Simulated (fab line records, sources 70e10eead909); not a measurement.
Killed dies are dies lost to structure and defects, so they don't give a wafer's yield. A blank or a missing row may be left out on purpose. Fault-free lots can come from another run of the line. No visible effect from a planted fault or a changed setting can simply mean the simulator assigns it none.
Tool commonality check ; flow nandHarc ; 13 lots and 36 wafers in the sample

== THE REASON FOR OPENING IT ==
Flagged at NHARC_P_STI_CD_MEAS_09: reading cdNm, on 3 of 13 lots. Fault-free wafers read 199.5 nm, with a standard deviation of 2.9.
Rule: flag the lot when none of its wafers has a number, or when each of its wafers that has one lies beyond 4 standard deviations from that mean. As for the other lots, they are considered sound.

lot;measured;on;cdNm (nm), wafer by wafer;flag
L989;day 2 10:47;cdSem-02;200.8 197.4 200.2;
L990;day 2 18:22;cdSem-02;199.2 204.6 200.4;
L991;day 3 02:24;cdSem-03;197.8 194.9 197.8;
L993;day 3 12:37;cdSem-01;197.3 201.8 198.7;
L994;day 3 19:08;cdSem-03;179.8 180.2;FLAGGED
L995;day 3 19:10;cdSem-02;181.5 181.5;FLAGGED
L997;day 4 11:04;cdSem-02;178.2 178.0;FLAGGED
L999;day 5 01:41;cdSem-02;196.8 198.7 197.3;
L105;day 6 15:11;cdSem-02;207.0 200.8 200.0;
L106;day 6 15:21;cdSem-01;199.0 200.8 197.9;
L108;day 7 04:32;cdSem-02;198.9 198.5 197.7;
L110;day 7 18:37;cdSem-02;199.5 199.1 195.4;
L112;day 8 05:02;cdSem-02;198.1 200.4 199.2;
The mean of the flagged lots' numbers is 179.9 nm, -19.6 nm from the usual (-7 standard deviations).

== WHICH TOOL RAN EACH LOT ==
The record keeps 1 process step preceding the reading, out of 1159 steps on the route. In each cell: the tool, then ch and the chambers that the sampled wafers went through, then the start.
lot;flag;NHARC_P_STI_EXPOSE_06
L989;;krfScanner-01 ch 0, day 2 10:38
L990;;krfScanner-04 ch 0, day 2 18:13
L991;;krfScanner-01 ch 0, day 3 02:15
L993;;krfScanner-04 ch 0, day 3 12:28
L994;FLAGGED;krfScanner-04 ch 0, day 3 18:59
L995;FLAGGED;krfScanner-04 ch 0, day 3 19:01
L997;FLAGGED;krfScanner-04 ch 0, day 4 10:55
L999;;krfScanner-01 ch 0, day 5 01:32
L105;;krfScanner-01 ch 0, day 6 15:02
L106;;krfScanner-02 ch 0, day 6 15:11
L108;;krfScanner-01 ch 0, day 7 04:23
L110;;krfScanner-01 ch 0, day 7 18:29
L112;;krfScanner-04 ch 0, day 8 04:53
What is done by these steps:
- NHARC_P_STI_EXPOSE_06: exposes mask P STI, target cd 200 nm.
- NHARC_P_STI_CD_MEAS_09: target cd 200 nm.

== FLAGGED OVER TOTAL, TOOL BY TOOL (the gauges that took the reading come last) ==
step;tool;lots run;flagged;share of the flagged lots;sound lots run after its first flagged lot
NHARC_P_STI_EXPOSE_06;krfScanner-01;6;0;none;-
NHARC_P_STI_EXPOSE_06;krfScanner-02;1;0;none;-
NHARC_P_STI_EXPOSE_06;krfScanner-04;6;3;all;1 (L112)
NHARC_P_STI_CD_MEAS_09;cdSem-01;2;0;none;-
NHARC_P_STI_CD_MEAS_09;cdSem-02;9;2;some;5 (L999,L105,L108,L110,L112)
NHARC_P_STI_CD_MEAS_09;cdSem-03;2;1;some;0

== WHAT THE TABLE PERMITS ==
1 row of the table ran every flagged lot: krfScanner-04 at NHARC_P_STI_EXPOSE_06.
- krfScanner-04 at NHARC_P_STI_EXPOSE_06 ran 6 lots, 3 of them flagged. After the first flagged lot (L112), sound lots still ran on it; a lasting fault on the whole tool would not permit that.
Every row of the table either missed a flagged lot or ran a sound lot after the first.

== WHAT THE SIMULATOR HAD PUT IN ==
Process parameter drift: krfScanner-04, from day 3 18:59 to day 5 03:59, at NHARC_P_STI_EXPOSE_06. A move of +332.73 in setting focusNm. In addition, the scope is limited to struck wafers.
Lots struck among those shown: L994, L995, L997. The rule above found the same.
